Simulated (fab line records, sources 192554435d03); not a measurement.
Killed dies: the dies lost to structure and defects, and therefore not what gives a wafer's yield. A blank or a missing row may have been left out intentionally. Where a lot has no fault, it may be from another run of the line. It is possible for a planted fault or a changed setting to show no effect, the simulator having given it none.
Split-lot trial || flow n5 finfet || on a route of 1938 steps: 7 lots, 21 wafers read

## THE SPLIT
At N5_BEOL_M7_PECVD_70 (deposits SiO2 from TEOS/O2, target thk 20 nm, time 22.7 s), the setting temp c was moved away from the recipe's 400 C on 8 of the 21 wafers read, by -3.7% to +2.2%. The other wafers ran this setting at the recipe's value.

Reading taken at the split's own step.

## THE READING
SiO2_of_BEOL_M7_PECVD_70.thk nm (the simulator's own value, which no gauge read), in nm, at N5_BEOL_M7_PECVD_70 (deposits SiO2 from TEOS/O2, target thk 20 nm, time 22.7 s). No usual value for it is given in the file. Here, 13 wafers ran the recipe; their average is 19.9 nm with a standard deviation of 0.28 nm.

{"wafer": "L078.1", "tool, chamber at the split": "pecvd-04, 1", "temp c as run, C": 405.6, "against the recipe": "+1.4%", "SiO2_of_BEOL_M7_PECVD_70.thk nm, nm": 19.2, "against lot-mates on the recipe": -0.7}
{"wafer": "L078.2", "tool, chamber at the split": "pecvd-04, 0", "temp c as run, C": 400, "against the recipe": "recipe", "SiO2_of_BEOL_M7_PECVD_70.thk nm, nm": 19.8, "against lot-mates on the recipe": "-"}
{"wafer": "L078.4", "tool, chamber at the split": "pecvd-04, 0", "temp c as run, C": 400, "against the recipe": "recipe", "SiO2_of_BEOL_M7_PECVD_70.thk nm, nm": 20, "against lot-mates on the recipe": "-"}
{"wafer": "L079.4", "tool, chamber at the split": "pecvd-03, 0", "temp c as run, C": 400, "against the recipe": "recipe", "SiO2_of_BEOL_M7_PECVD_70.thk nm, nm": 20.4, "against lot-mates on the recipe": "-"}
{"wafer": "L079.5", "tool, chamber at the split": "pecvd-03, 2", "temp c as run, C": 400, "against the recipe": "recipe", "SiO2_of_BEOL_M7_PECVD_70.thk nm, nm": 19.8, "against lot-mates on the recipe": "-"}
{"wafer": "L079.6", "tool, chamber at the split": "pecvd-03, 1", "temp c as run, C": 400, "against the recipe": "recipe", "SiO2_of_BEOL_M7_PECVD_70.thk nm, nm": 20.2, "against lot-mates on the recipe": "-"}
{"wafer": "L080.2", "tool, chamber at the split": "pecvd-01, 1", "temp c as run, C": 400, "against the recipe": "recipe", "SiO2_of_BEOL_M7_PECVD_70.thk nm, nm": 20, "against lot-mates on the recipe": "-"}
{"wafer": "L080.3", "tool, chamber at the split": "pecvd-01, 0", "temp c as run, C": 408.7, "against the recipe": "+2.2%", "SiO2_of_BEOL_M7_PECVD_70.thk nm, nm": 18.6, "against lot-mates on the recipe": -1.4}
{"wafer": "L080.5", "tool, chamber at the split": "pecvd-01, 0", "temp c as run, C": 408.7, "against the recipe": "+2.2%", "SiO2_of_BEOL_M7_PECVD_70.thk nm, nm": 18.6, "against lot-mates on the recipe": -1.4}
{"wafer": "L081.1", "tool, chamber at the split": "pecvd-03, 2,0", "temp c as run, C": 400, "against the recipe": "recipe", "SiO2_of_BEOL_M7_PECVD_70.thk nm, nm": 19.4, "against lot-mates on the recipe": "-"}
{"wafer": "L081.2", "tool, chamber at the split": "pecvd-03, 2,0", "temp c as run, C": 400, "against the recipe": "recipe", "SiO2_of_BEOL_M7_PECVD_70.thk nm, nm": 19.4, "against lot-mates on the recipe": "-"}
{"wafer": "L081.3", "tool, chamber at the split": "pecvd-03, 1", "temp c as run, C": 400, "against the recipe": "recipe", "SiO2_of_BEOL_M7_PECVD_70.thk nm, nm": 19.8, "against lot-mates on the recipe": "-"}
{"wafer": "L083.2", "tool, chamber at the split": "pecvd-01, 0", "temp c as run, C": 385.3, "against the recipe": "-3.7%", "SiO2_of_BEOL_M7_PECVD_70.thk nm, nm": 21.8, "against lot-mates on the recipe": "+1.8"}
{"wafer": "L083.3", "tool, chamber at the split": "pecvd-01, 2", "temp c as run, C": 400, "against the recipe": "recipe", "SiO2_of_BEOL_M7_PECVD_70.thk nm, nm": 20, "against lot-mates on the recipe": "-"}
{"wafer": "L083.4", "tool, chamber at the split": "pecvd-01, 0", "temp c as run, C": 385.3, "against the recipe": "-3.7%", "SiO2_of_BEOL_M7_PECVD_70.thk nm, nm": 22.6, "against lot-mates on the recipe": "+2.6"}
{"wafer": "L084.1", "tool, chamber at the split": "pecvd-03, 0", "temp c as run, C": 400, "against the recipe": "recipe", "SiO2_of_BEOL_M7_PECVD_70.thk nm, nm": 20, "against lot-mates on the recipe": "-"}
{"wafer": "L084.2", "tool, chamber at the split": "pecvd-03, 1", "temp c as run, C": 400, "against the recipe": "recipe", "SiO2_of_BEOL_M7_PECVD_70.thk nm, nm": 19.8, "against lot-mates on the recipe": "-"}
{"wafer": "L084.4", "tool, chamber at the split": "pecvd-03, 2", "temp c as run, C": 400, "against the recipe": "recipe", "SiO2_of_BEOL_M7_PECVD_70.thk nm, nm": 19.6, "against lot-mates on the recipe": "-"}
{"wafer": "L095.2", "tool, chamber at the split": "pecvd-04, 0", "temp c as run, C": 390.8, "against the recipe": "-2.3%", "SiO2_of_BEOL_M7_PECVD_70.thk nm, nm": 20.8, "against lot-mates on the recipe": "no lot-mate on the recipe"}
{"wafer": "L095.3", "tool, chamber at the split": "pecvd-04, 1", "temp c as run, C": 390.8, "against the recipe": "-2.3%", "SiO2_of_BEOL_M7_PECVD_70.thk nm, nm": 21, "against lot-mates on the recipe": "no lot-mate on the recipe"}
{"wafer": "L095.5", "tool, chamber at the split": "pecvd-04, 1", "temp c as run, C": 390.8, "against the recipe": "-2.3%", "SiO2_of_BEOL_M7_PECVD_70.thk nm, nm": 21.2, "against lot-mates on the recipe": "no lot-mate on the recipe"}
If several chambers appear in one row, that row covers several wafers at once and the file leaves open which wafer was in which chamber.

THE FIT
A straight line over all 21 wafers: SiO2_of_BEOL_M7_PECVD_70.thk nm changes by -0.579 nm for each +1% of temp c; r = -0.96; the points scatter about the line by 0.29 nm.
The same after taking each lot's own level away (the mean of its wafers on the recipe; 18 wafers): -0.605 nm for each +1%; r = -0.97; scatter 0.22 nm.
The reading moves by 2.2 nm for the largest change in temp c, on that fit.
From 19.53 to 20.13 nm: that is the span of the lots' own levels, equal to 2.2 times the standard deviation above.
The two slopes are in agreement: the lot-to-lot level therefore moves the slope only a little.
Check: +2.49 nm against its lot-mates is what the line predicts for one of the wafers moved furthest among these (-3.7%) when that wafer is left out of the fit. It came out at +1.8 nm against them.

## FURTHER SPLITS ON THESE WAFERS
Other splits were also applied to these wafers ahead of the reading. Each is held against what the fit with the lots' levels taken away leaves over:
{"other split on the same wafers": "N5_BEOL_M5_TRENCH_ETCH_37 time s", "wafers away from the commonest value": 10, "r with SiO2_of_BEOL_M7_PECVD_70.thk nm (lot level and that fit taken away)": -0.30}

## THE FILE'S OWN FIT
SiO2_of_BEOL_M7_PECVD_70.thk nm changes by -0.6 nm for each +1% of temp c, r = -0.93.
